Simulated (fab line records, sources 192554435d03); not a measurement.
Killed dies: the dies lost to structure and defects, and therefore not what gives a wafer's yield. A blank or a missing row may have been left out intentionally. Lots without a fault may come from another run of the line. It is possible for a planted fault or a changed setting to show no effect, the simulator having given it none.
Which tool was responsible? | flow n5 finfet | 24 lots with 72 wafers sampled at 5 steps, on a route of 1938 steps

WHAT THE GAUGES READ, wafer by wafer
N5_BEOL_M7_INSPECT_30: inspects for defects (brightfield). Usual: raw defect count at 466, with a standard deviation of 130.
lot  | measured     | on                | raw defect count | flag
L076 | day 9 00:51  | defect inspect-02 | 334 325 231      |
L074 | day 9 10:01  | defect inspect-01 | 686 346 477      |
L075 | day 9 15:31  | defect inspect-01 | 572 529 508      |
L078 | day 10 06:59 | defect inspect-01 | 462 392 548      |
L077 | day 10 07:01 | defect inspect-01 | 561 483 474      |
L079 | day 10 13:43 | defect inspect-01 | 411 487 370      |
L081 | day 10 13:46 | defect inspect-01 | 631 595 469      |
L080 | day 10 14:34 | defect inspect-01 | 572 646 450      |
L082 | day 11 08:20 | defect inspect-01 | 517 475 466      |
L084 | day 11 15:20 | defect inspect-02 | 382 454 384      |
L083 | day 11 15:31 | defect inspect-02 | 314 311 361      |
L085 | day 11 18:59 | defect inspect-02 | 529 447 339      |
L086 | day 12 00:30 | defect inspect-02 | 319 637 452      |
L087 | day 12 10:44 | defect inspect-02 | 650 527 490      |
L088 | day 12 14:38 | defect inspect-02 | 593 480 611      |
L089 | day 12 14:49 | defect inspect-02 | 324 339 593      |
L090 | day 12 17:48 | defect inspect-02 | 279 388 342      |
L091 | day 12 22:17 | defect inspect-02 | 352 458 403      |
L093 | day 13 22:23 | defect inspect-02 | 293 363 429      |
L092 | day 13 22:25 | defect inspect-01 | 367 337 485      |
L095 | day 14 07:37 | defect inspect-01 | 415 390 468      |
L094 | day 14 07:50 | defect inspect-01 | 557 428 862      |
L096 | day 14 12:22 | defect inspect-01 | 392 415 436      |
L097 | day 14 12:43 | defect inspect-02 | 361 471 347      |

N5_BEOL_M7_RS_MEAS_57: measurement is done with a four-point probe. Usual: M7_RS gives 0.286 ohm/sq (standard deviation 0.013).
lot  | measured     | on            | M7_RS (ohm/sq)    | flag
L076 | day 9 04:34  | film metro-02 | 0.290 0.283 0.286 |
L074 | day 9 13:02  | film metro-02 | 0.284 0.280 0.291 |
L075 | day 9 18:36  | film metro-01 | 0.310 0.291 0.298 |
L078 | day 10 11:37 | film metro-01 | 0.319 0.306 0.298 |
L077 | day 10 11:38 | film metro-01 | 0.281 0.294 0.277 |
L079 | day 10 16:52 | film metro-01 | 0.258 0.268 0.262 |
L081 | day 10 17:31 | film metro-01 | 0.303 0.289 0.297 |
L080 | day 10 18:58 | film metro-01 | 0.276 0.262 0.279 |
L082 | day 11 11:22 | film metro-01 | 0.268 0.271 0.309 |
L084 | day 11 19:14 | film metro-01 | 0.278 0.261 0.294 |
L083 | day 11 19:37 | film metro-02 | 0.280 0.269 0.269 |
L085 | day 12 02:07 | film metro-02 | 0.293 0.297 0.283 |
L086 | day 12 05:26 | film metro-01 | 0.299 0.304 0.301 |
L087 | day 12 13:40 | film metro-02 | 0.275 0.297 0.275 |
L088 | day 12 18:58 | film metro-02 | 0.299 0.310 0.300 |
L089 | day 12 19:02 | film metro-01 | 0.275 0.289 0.270 |
L090 | day 12 21:49 | film metro-01 | 0.283 0.291 0.296 |
L091 | day 13 01:08 | film metro-01 | 0.300 0.287 0.304 |
L093 | day 14 01:02 | film metro-02 | 0.270 0.295 0.273 |
L092 | day 14 01:12 | film metro-01 | 0.256 0.283 0.310 |
L095 | day 14 11:27 | film metro-01 | 0.287 0.270 0.280 |
L094 | day 14 12:01 | film metro-01 | 0.295 0.284 0.275 |
L096 | day 14 16:39 | film metro-01 | 0.279 0.278 0.291 |
L097 | day 14 16:35 | film metro-01 | 0.286 0.283 0.293 |

N5_BEOL_M8_OVL_MEAS_12. Usual: M8_OVL gives 0.0 nm (standard deviation 0.76).
lot  | measured     | on         | M8_OVL (nm)    | flag
L076 | day 9 07:51  | overlay-01 | -0.2 -0.9 1.3  |
L074 | day 9 14:59  | overlay-01 | 0.4 0.0 0.8    |
L075 | day 9 21:19  | overlay-01 | 1.2 0.2 0.6    |
L078 | day 10 14:13 | overlay-01 | 0.2 -0.3 0.9   |
L077 | day 10 14:26 | overlay-01 | 0.1 0.3 0.9    |
L079 | day 10 19:05 | overlay-02 | 0.6 -0.1 0.2   |
L081 | day 10 19:21 | overlay-01 | -0.6 -1.4 0.1  |
L080 | day 10 20:37 | overlay-01 | -1.8 -1.7 -1.1 |
L082 | day 11 13:09 | overlay-01 | -0.4 -0.6 -0.3 |
L084 | day 11 20:23 | overlay-02 | 1.3 1.8 1.3    |
L083 | day 12 01:18 | overlay-01 | 0.5 0.9 0.6    |
L085 | day 12 03:53 | overlay-02 | -0.2 -0.4 0.2  |
L086 | day 12 09:10 | overlay-02 | 0.0 -0.7 0.7   |
L087 | day 12 16:14 | overlay-01 | 0.2 1.1 0.7    |
L088 | day 12 20:26 | overlay-02 | 0.4 0.0 1.6    |
L089 | day 12 20:36 | overlay-02 | -1.3 -2.3 -1.3 |
L090 | day 12 23:33 | overlay-02 | -0.1 0.2 -0.2  |
L091 | day 13 04:56 | overlay-02 | 1.1 0.4 -0.1   |
L093 | day 14 03:00 | overlay-02 | -0.2 0.2 -0.4  |
L092 | day 14 03:10 | overlay-02 | 1.3 0.0 0.6    |
L095 | day 14 13:58 | overlay-02 | -0.1 -0.8 0.2  |
L094 | day 14 14:07 | overlay-01 | 0.4 -0.5 -0.1  |
L096 | day 14 18:52 | overlay-01 | 0.2 1.5 -0.7   |
L097 | day 14 18:41 | overlay-01 | 0.1 -0.4 -1.0  |

WHAT TOOL EACH LOT RAN ON (gives the tool, then ch and the chambers of the sampled wafers, and finally the start)
lot  | N5_BEOL_M7_STRIP_36                | N5_BEOL_M8_HM_DEP_02
L076 | rie diel-02 ch 0,2,3, day 9 01:38  | pvd sputter-01, day 9 07:19
L074 | rie diel-01 ch 0,2,3, day 9 10:17  | pvd sputter-01, day 9 14:35
L075 | rie diel-02 ch 1,3, day 9 15:47    | pvd sputter-03, day 9 20:54
L078 | rie diel-03 ch 1,3, day 10 07:50   | pvd sputter-01, day 10 13:49
L077 | rie diel-01 ch 0,1,2, day 10 07:58 | pvd sputter-01, day 10 13:55
L079 | rie diel-01 ch 0,1,2, day 10 14:04 | pvd sputter-02, day 10 18:33
L081 | rie diel-03 ch 0,3, day 10 14:19   | pvd sputter-01, day 10 18:47
L080 | rie diel-02 ch 0,2, day 10 14:50   | pvd sputter-01, day 10 20:03
L082 | rie diel-02 ch 0,1,3, day 11 08:35 | pvd sputter-01, day 11 12:37
L084 | rie diel-02 ch 0,1,2, day 11 15:37 | pvd sputter-01, day 11 19:59
L083 | rie diel-01 ch 0,1,2, day 11 16:07 | pvd sputter-03, day 12 00:54
L085 | rie diel-02 ch 1,2,3, day 11 19:26 | pvd sputter-03, day 12 03:22
L086 | rie diel-03 ch 0,1,3, day 12 00:46 | pvd sputter-03, day 12 08:45
L087 | rie diel-02 ch 2,3, day 12 11:07   | pvd sputter-02, day 12 15:43
L088 | rie diel-03 ch 1,3, day 12 14:55   | pvd sputter-01, day 12 19:54
L089 | rie diel-01 ch 0,1,2, day 12 15:06 | pvd sputter-03, day 12 19:57
L090 | rie diel-02 ch 2,3, day 12 18:31   | pvd sputter-03, day 12 23:08
L091 | rie diel-03 ch 1,2,3, day 12 22:32 | pvd sputter-01, day 13 04:32
L093 | rie diel-01 ch 0,1,2, day 13 22:38 | pvd sputter-03, day 14 02:28
L092 | rie diel-02 ch 0,1,2, day 13 22:41 | pvd sputter-01, day 14 02:32
L095 | rie diel-01 ch 0,1,3, day 14 07:53 | pvd sputter-02, day 14 13:26
L094 | rie diel-01 ch 2,3, day 14 08:17   | pvd sputter-02, day 14 13:32
L096 | rie diel-01 ch 0,1,3, day 14 12:38 | pvd sputter-01, day 14 18:16
L097 | rie diel-01 ch 1,3, day 14 13:08   | pvd sputter-01, day 14 18:10
- N5_BEOL_M7_STRIP_36: strips in N2/H2.
- N5_BEOL_M8_HM_DEP_02: deposits TiN, target thk 20 nm.

AS READ BY THE TOOLS THEMSELVES (means over the sampled wafers that have a number; for cases with no such wafer, the mark the record gives instead)
N5_BEOL_M7_STRIP_36. Usual: drypump motor current A 5.8 A, standard deviation 0.38; n2 flow sccm 200.0 sccm, standard deviation 0.52; oes product au 0.77 a.u., standard deviation 0.09; rf vpp V 59.2 V, standard deviation 1.6; showerhead plenum p Torr 2.55 Torr, standard deviation 0.079; throttle valve pct 23.8 %, standard deviation 0.47.
lot  | tool        | drypump motor current A (A) | n2 flow sccm (sccm) | oes product au (a.u.) | rf vpp V (V) | showerhead plenum p Torr (Torr) | throttle valve pct (%) | flag
L076 | rie diel-02 | 5.9                         | 199.9               | 0.70                  | 57.9         | 2.59                            | 24.3                   |
L074 | rie diel-01 | 5.6                         | 199.7               | 0.75                  | 60.4         | 2.57                            | 23.9                   |
L075 | rie diel-02 | 5.7                         | 200.9               | 0.71                  | 57.9         | 2.44                            | 24.1                   |
L078 | rie diel-03 | 6.0                         | 199.7               | 0.76                  | 59.4         | 2.57                            | 23.8                   |
L077 | rie diel-01 | 5.4                         | 200.7               | 0.83                  | 59.7         | 2.57                            | 23.9                   |
L079 | rie diel-01 | 5.4                         | 199.5               | 0.83                  | 59.0         | 2.57                            | 23.9                   |
L081 | rie diel-03 | 6.3                         | 200.0               | 0.78                  | 60.8         | 2.64                            | 23.2                   |
L080 | rie diel-02 | 6.0                         | 200.4               | 0.81                  | 60.4         | 2.63                            | 23.9                   |
L082 | rie diel-02 | 5.8                         | 200.0               | 0.78                  | 58.3         | 2.50                            | 24.0                   |
L084 | rie diel-02 | 5.9                         | 199.7               | 0.78                  | 59.9         | 2.55                            | 23.9                   |
L083 | rie diel-01 | 5.4                         | 200.1               | 0.82                  | 59.8         | 2.56                            | 23.9                   |
L085 | rie diel-02 | 5.8                         | 199.6               | 0.70                  | 58.0         | 2.51                            | 24.2                   |
L086 | rie diel-03 | 6.1                         | 199.5               | 0.78                  | 59.8         | 2.60                            | 23.5                   |
L087 | rie diel-02 | 5.9                         | 200.5               | 0.71                  | 58.1         | 2.58                            | 24.3                   |
L088 | rie diel-03 | 6.0                         | 200.6               | 0.76                  | 58.6         | 2.57                            | 23.8                   |
L089 | rie diel-01 | 5.4                         | 199.7               | 0.80                  | 60.4         | 2.56                            | 23.9                   |
L090 | rie diel-02 | 5.9                         | 200.2               | 0.70                  | 59.7         | 2.58                            | 24.3                   |
L091 | rie diel-03 | 6.2                         | 200.1               | 0.76                  | 60.4         | 2.56                            | 23.6                   |
L093 | rie diel-01 | 5.4                         | 199.6               | 0.78                  | 59.5         | 2.56                            | 23.9                   |
L092 | rie diel-02 | 5.9                         | 200.0               | 0.76                  | 58.5         | 2.54                            | 23.9                   |
L095 | rie diel-01 | 5.7                         | 200.0               | 0.84                  | 59.2         | 2.53                            | 23.4                   |
L094 | rie diel-01 | 5.7                         | 199.7               | 0.85                  | 59.1         | 2.54                            | 24.1                   |
L096 | rie diel-01 | 5.7                         | 199.8               | 0.83                  | 59.2         | 2.52                            | 23.4                   |
L097 | rie diel-01 | 5.9                         | 200.0               | 0.89                  | 58.8         | 2.48                            | 23.3                   |

N5_BEOL_M8_HM_DEP_02. Usual: substrate temp c 25.00 C, standard deviation 0.1; throttle valve pct 30.3 %, standard deviation 1.3.
lot  | tool           | substrate temp c (C) | throttle valve pct (%) | flag
L076 | pvd sputter-01 | 24.96                | 30.6                   |
L074 | pvd sputter-01 | 25.01                | 29.8                   |
L075 | pvd sputter-03 | 24.96                | 28.9                   |
L078 | pvd sputter-01 | 25.13                | 29.6                   |
L077 | pvd sputter-01 | 24.93                | 28.9                   |
L079 | pvd sputter-02 | 25.09                | 31.3                   |
L081 | pvd sputter-01 | 25.03                | 30.4                   |
L080 | pvd sputter-01 | 25.08                | 28.8                   |
L082 | pvd sputter-01 | 24.99                | 29.7                   |
L084 | pvd sputter-01 | 24.97                | 29.7                   |
L083 | pvd sputter-03 | 24.97                | 29.8                   |
L085 | pvd sputter-03 | 25.00                | 29.9                   |
L086 | pvd sputter-03 | 24.97                | 30.2                   |
L087 | pvd sputter-02 | 24.94                | 31.6                   |
L088 | pvd sputter-01 | 24.89                | 29.6                   |
L089 | pvd sputter-03 | 25.12                | 30.0                   |
L090 | pvd sputter-03 | 24.95                | 31.0                   |
L091 | pvd sputter-01 | 24.99                | 29.7                   |
L093 | pvd sputter-03 | 24.98                | 29.9                   |
L092 | pvd sputter-01 | 25.06                | 29.7                   |
L095 | pvd sputter-02 | 24.91                | 31.6                   |
L094 | pvd sputter-02 | 25.00                | 31.9                   |
L096 | pvd sputter-01 | 25.03                | 29.8                   |
L097 | pvd sputter-01 | 25.01                | 30.7                   |

THE ANSWER, worked out from the rows above alone
Rule: a lot is off if the mean of its wafers that have a number lies more than 3 standard deviations from the usual mean. Also off: a lot with no number at a reading for which 4 or more lots have one. Any other lot the step has rows for is counted as sound. After the gauges, taken in route order, come the tools' own readings; for these a lot's mean is taken, as printed above. At the first step where some lot is off, the reading lying furthest off is the one used; lots without a number count as furthest.
No lot is off on any of the readings shown, so nothing can be concluded from this.

WHAT THE SIMULATOR PUT IN
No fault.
